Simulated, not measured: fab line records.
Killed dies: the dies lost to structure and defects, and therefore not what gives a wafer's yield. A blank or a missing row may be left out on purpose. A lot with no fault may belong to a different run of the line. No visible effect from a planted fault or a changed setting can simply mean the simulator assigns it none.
The tool behind it: which one? + flow n5_finfet + 24 lots, 72 wafers sampled, at 3 steps of a route of 1938

## WHAT THE GAUGES SHOWED, per wafer
N5_BEOL_M3_OVL_MEAS_29. Usual: V2_OVL typically reads 0.0 nm, with standard deviation 0.74.
| lot  | measured     | on         | V2_OVL (nm)    | flag |
|------|--------------|------------|----------------|------|
| L074 | day 6 23:05  | overlay-02 | -0.4 -1.1 0.8  |      |
| L075 | day 7 14:48  | overlay-01 | 0.9 -0.6 0.2   |      |
| L076 | day 8 10:07  | overlay-02 | 1.3 0.6 -0.5   |      |
| L077 | day 8 10:47  | overlay-01 | -0.6 -1.6 -0.6 |      |
| L078 | day 8 12:14  | overlay-01 | 0.2 0.4 -0.1   |      |
| L079 | day 8 13:30  | overlay-02 | 0.1 -0.5 0.4   |      |
| L080 | day 8 22:12  | overlay-02 | -0.4 -0.9 -0.3 |      |
| L081 | day 9 01:01  | overlay-01 | -0.9 0.3 -1.1  |      |
| L082 | day 9 14:46  | overlay-01 | -0.4 -0.8 -0.3 |      |
| L083 | day 9 15:03  | overlay-02 | 1.8 0.5 0.3    |      |
| L084 | day 9 16:47  | overlay-02 | 0.2 0.8 0.3    |      |
| L085 | day 9 22:03  | overlay-02 | 0.7 0.7 -0.4   |      |
| L086 | day 10 14:12 | overlay-01 | 0.0 0.3 -0.4   |      |
| L087 | day 10 15:00 | overlay-01 | -1.2 0.2 -0.3  |      |
| L089 | day 11 01:58 | overlay-02 | 0.7 1.2 -0.1   |      |
| L088 | day 11 12:14 | overlay-02 | -1.1 0.9 -0.4  |      |
| L091 | day 11 13:20 | overlay-02 | 0.1 1.6 0.7    |      |
| L090 | day 11 16:29 | overlay-02 | 1.4 0.5 2.1    |      |
| L092 | day 11 19:34 | overlay-02 | -0.2 0.0 0.2   |      |
| L093 | day 12 00:58 | overlay-02 | 0.6 1.7 2.0    |      |
| L094 | day 12 12:32 | overlay-01 | -1.3 -0.4 0.6  |      |
| L095 | day 12 16:19 | overlay-01 | 0.4 0.7 0.5    |      |
| L096 | day 12 19:57 | overlay-01 | 0.2 0.3 0.0    |      |
| L097 | day 13 05:43 | overlay-02 | 0.8 -1.1 0.4   |      |

## WHICH TOOL RAN EACH LOT (tool, then ch and the chambers of the sampled wafers, then the start)
| lot  | N5_BEOL_M2_SPUTTER_90        | N5_BEOL_M2_ANNEAL_93         |
|------|------------------------------|------------------------------|
| L074 | pvd_sputter-03, day 6 16:05  | pvd_sputter-03, day 6 16:23  |
| L075 | pvd_sputter-02, day 7 09:48  | pvd_sputter-02, day 7 10:06  |
| L076 | pvd_sputter-03, day 7 22:00  | pvd_sputter-03, day 7 22:18  |
| L077 | pvd_sputter-01, day 7 22:37  | pvd_sputter-01, day 7 22:55  |
| L078 | pvd_sputter-02, day 8 02:14  | pvd_sputter-02, day 8 02:32  |
| L079 | pvd_sputter-03, day 8 03:41  | pvd_sputter-03, day 8 03:59  |
| L080 | pvd_sputter-02, day 8 15:17  | pvd_sputter-02, day 8 15:35  |
| L081 | pvd_sputter-02, day 8 19:11  | pvd_sputter-02, day 8 19:29  |
| L082 | pvd_sputter-02, day 9 08:53  | pvd_sputter-02, day 9 09:11  |
| L083 | pvd_sputter-03, day 9 09:02  | pvd_sputter-03, day 9 09:20  |
| L084 | pvd_sputter-02, day 9 12:04  | pvd_sputter-02, day 9 12:22  |
| L085 | pvd_sputter-03, day 9 18:04  | pvd_sputter-03, day 9 18:22  |
| L086 | pvd_sputter-02, day 10 09:11 | pvd_sputter-02, day 10 09:29 |
| L087 | pvd_sputter-02, day 10 11:04 | pvd_sputter-02, day 10 11:22 |
| L089 | pvd_sputter-01, day 10 20:55 | pvd_sputter-01, day 10 21:13 |
| L088 | pvd_sputter-02, day 11 08:17 | pvd_sputter-02, day 11 08:35 |
| L091 | pvd_sputter-01, day 11 08:27 | pvd_sputter-01, day 11 08:45 |
| L090 | pvd_sputter-03, day 11 12:13 | pvd_sputter-03, day 11 12:31 |
| L092 | pvd_sputter-03, day 11 14:03 | pvd_sputter-03, day 11 14:21 |
| L093 | pvd_sputter-03, day 11 20:33 | pvd_sputter-03, day 11 20:51 |
| L094 | pvd_sputter-01, day 12 08:37 | pvd_sputter-01, day 12 08:55 |
| L095 | pvd_sputter-01, day 12 12:19 | pvd_sputter-01, day 12 12:37 |
| L096 | pvd_sputter-01, day 12 16:19 | pvd_sputter-01, day 12 16:37 |
| L097 | pvd_sputter-03, day 12 20:41 | pvd_sputter-03, day 12 20:59 |
- N5_BEOL_M2_SPUTTER_90: material Cu, target thk 4.5 nm, time 8.29 s.
- N5_BEOL_M2_ANNEAL_93: time 240 s.

## AS READ BY THE TOOLS THEMSELVES (means over the sampled wafers that have a number; for cases with no such wafer, the mark the record gives instead)
N5_BEOL_M2_SPUTTER_90. Usual: throttle_valve_pct at 30.4 %, with a standard deviation of 1.3.
| lot  | tool           | throttle_valve_pct (%) | flag |
|------|----------------|------------------------|------|
| L074 | pvd_sputter-03 | 28.8                   |      |
| L075 | pvd_sputter-02 | 30.2                   |      |
| L076 | pvd_sputter-03 | 29.7                   |      |
| L077 | pvd_sputter-01 | 29.0                   |      |
| L078 | pvd_sputter-02 | 30.6                   |      |
| L079 | pvd_sputter-03 | 29.9                   |      |
| L080 | pvd_sputter-02 | 30.2                   |      |
| L081 | pvd_sputter-02 | 29.9                   |      |
| L082 | pvd_sputter-02 | 29.7                   |      |
| L083 | pvd_sputter-03 | 30.8                   |      |
| L084 | pvd_sputter-02 | 30.2                   |      |
| L085 | pvd_sputter-03 | 30.7                   |      |
| L086 | pvd_sputter-02 | 29.9                   |      |
| L087 | pvd_sputter-02 | 30.6                   |      |
| L089 | pvd_sputter-01 | 31.4                   |      |
| L088 | pvd_sputter-02 | 30.3                   |      |
| L091 | pvd_sputter-01 | 31.3                   |      |
| L090 | pvd_sputter-03 | 29.8                   |      |
| L092 | pvd_sputter-03 | 29.5                   |      |
| L093 | pvd_sputter-03 | 30.8                   |      |
| L094 | pvd_sputter-01 | 31.2                   |      |
| L095 | pvd_sputter-01 | 30.8                   |      |
| L096 | pvd_sputter-01 | 31.3                   |      |
| L097 | pvd_sputter-03 | 29.9                   |      |

N5_BEOL_M2_ANNEAL_93. Usual: heater_power_w at 827 W, with a standard deviation of 110.
| lot  | tool           | heater_power_w (W) | flag |
|------|----------------|--------------------|------|
| L074 | pvd_sputter-03 | 890                |      |
| L075 | pvd_sputter-02 | 858                |      |
| L076 | pvd_sputter-03 | 874                |      |
| L077 | pvd_sputter-01 | 776                |      |
| L078 | pvd_sputter-02 | 750                |      |
| L079 | pvd_sputter-03 | 857                |      |
| L080 | pvd_sputter-02 | 855                |      |
| L081 | pvd_sputter-02 | 868                |      |
| L082 | pvd_sputter-02 | 754                |      |
| L083 | pvd_sputter-03 | 768                |      |
| L084 | pvd_sputter-02 | 843                |      |
| L085 | pvd_sputter-03 | 780                |      |
| L086 | pvd_sputter-02 | 885                |      |
| L087 | pvd_sputter-02 | 864                |      |
| L089 | pvd_sputter-01 | 804                |      |
| L088 | pvd_sputter-02 | 860                |      |
| L091 | pvd_sputter-01 | 842                |      |
| L090 | pvd_sputter-03 | 879                |      |
| L092 | pvd_sputter-03 | 803                |      |
| L093 | pvd_sputter-03 | 840                |      |
| L094 | pvd_sputter-01 | 838                |      |
| L095 | pvd_sputter-01 | 825                |      |
| L096 | pvd_sputter-01 | 842                |      |
| L097 | pvd_sputter-03 | 855                |      |

## THE ANSWER, worked out from the rows above alone
Rule: a lot counts as off when the mean over its wafers that have a number is more than 3 standard deviations away from the usual mean. Also off: a lot with no number at a reading for which 4 or more lots have one. Any other lot the step has rows for is counted as sound. First the gauges in route order, then the tools' own readings, where a lot's mean is used as printed above. The first step at which some lot is off is used, and at that step the reading that is off furthest; a lot without a number counts as furthest.
No lot is off at any reading shown: from this, nothing can be told.

## WHAT THE SIMULATOR HAD PUT IN
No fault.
